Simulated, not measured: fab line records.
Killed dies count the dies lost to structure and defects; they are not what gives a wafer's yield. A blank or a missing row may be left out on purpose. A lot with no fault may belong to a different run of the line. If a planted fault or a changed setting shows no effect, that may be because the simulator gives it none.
Chamber matching || flow n5-finfet || pecvd-02 running N5_FIN_SAQP_HM_DEP_03: 3 sister chambers
The step deposits SiNx from SiH4/NH3/N2, target thk 38 nm, time 33.6 s. 6 wafers are shown with their chamber, then 11 later ones without.

== EACH WAFER AND ITS CHAMBER ==
{"wafer": "L083.6", "chamber": 0, "showerhead-plenum-p-Torr (Torr)": 5.30, "throttle-valve-pct (%)": 38.6}
{"wafer": "L084.4", "chamber": 1, "showerhead-plenum-p-Torr (Torr)": 5.14, "throttle-valve-pct (%)": 39.5}
{"wafer": "L087.2", "chamber": 1, "showerhead-plenum-p-Torr (Torr)": 5.13, "throttle-valve-pct (%)": 39.4}
{"wafer": "L087.3", "chamber": 2, "showerhead-plenum-p-Torr (Torr)": 5.09, "throttle-valve-pct (%)": 36.9}
{"wafer": "L087.5", "chamber": 0, "showerhead-plenum-p-Torr (Torr)": 5.29, "throttle-valve-pct (%)": 38.7}
{"wafer": "L092.1", "chamber": 2, "showerhead-plenum-p-Torr (Torr)": 5.08, "throttle-valve-pct (%)": 36.7}

== WAFERS WITH NO CHAMBER GIVEN ==
{"wafer": "L092.2", "showerhead-plenum-p-Torr (Torr)": 5.14, "throttle-valve-pct (%)": 39.7}
{"wafer": "L092.5", "showerhead-plenum-p-Torr (Torr)": 5.07, "throttle-valve-pct (%)": 36.8}
{"wafer": "L093.1", "showerhead-plenum-p-Torr (Torr)": 5.30, "throttle-valve-pct (%)": 38.7}
{"wafer": "L093.3", "showerhead-plenum-p-Torr (Torr)": 5.29, "throttle-valve-pct (%)": 39.0}
{"wafer": "L093.5", "showerhead-plenum-p-Torr (Torr)": 5.30, "throttle-valve-pct (%)": 38.8}
{"wafer": "L094.1", "showerhead-plenum-p-Torr (Torr)": 5.31, "throttle-valve-pct (%)": 38.9}
{"wafer": "L094.4", "showerhead-plenum-p-Torr (Torr)": 5.08, "throttle-valve-pct (%)": 36.8}
{"wafer": "L094.5", "showerhead-plenum-p-Torr (Torr)": 5.30, "throttle-valve-pct (%)": 38.9}
{"wafer": "L097.4", "showerhead-plenum-p-Torr (Torr)": 5.31, "throttle-valve-pct (%)": 38.8}
{"wafer": "L097.5", "showerhead-plenum-p-Torr (Torr)": 5.30, "throttle-valve-pct (%)": 39.0}
{"wafer": "L097.6", "showerhead-plenum-p-Torr (Torr)": 5.08, "throttle-valve-pct (%)": 36.9}

== WHICH CHAMBER EACH WENT THROUGH ==
{"wafer": "L092.2", "from the rows above": 1, "in truth": 1}
{"wafer": "L092.5", "from the rows above": 2, "in truth": 2}
{"wafer": "L093.1", "from the rows above": 0, "in truth": 0}
{"wafer": "L093.3", "from the rows above": 0, "in truth": 0}
{"wafer": "L093.5", "from the rows above": 0, "in truth": 0}
{"wafer": "L094.1", "from the rows above": 0, "in truth": 0}
{"wafer": "L094.4", "from the rows above": 2, "in truth": 2}
{"wafer": "L094.5", "from the rows above": 0, "in truth": 0}
{"wafer": "L097.4", "from the rows above": 0, "in truth": 0}
{"wafer": "L097.5", "from the rows above": 0, "in truth": 0}
{"wafer": "L097.6", "from the rows above": 2, "in truth": 2}
Correctly placed: 11 of 11. Left unplaced by these rows: 0. Wrongly placed: 0.
How it was worked out, from the rows above alone: a wafer's distance from a chamber is the root of the sum, over the readings, of the square of ((its reading less the chamber's mean) divided by the reading's scatter). If the next closest chamber is less than 2 further off than the closest, the wafer can't be placed; otherwise it belongs to the closest. Each chamber's mean is taken over the wafers shown for it. The scatter: take each reading less its chamber's mean, square it, sum over the shown wafers, divide by the number of wafers less the number of chambers, and take the root.
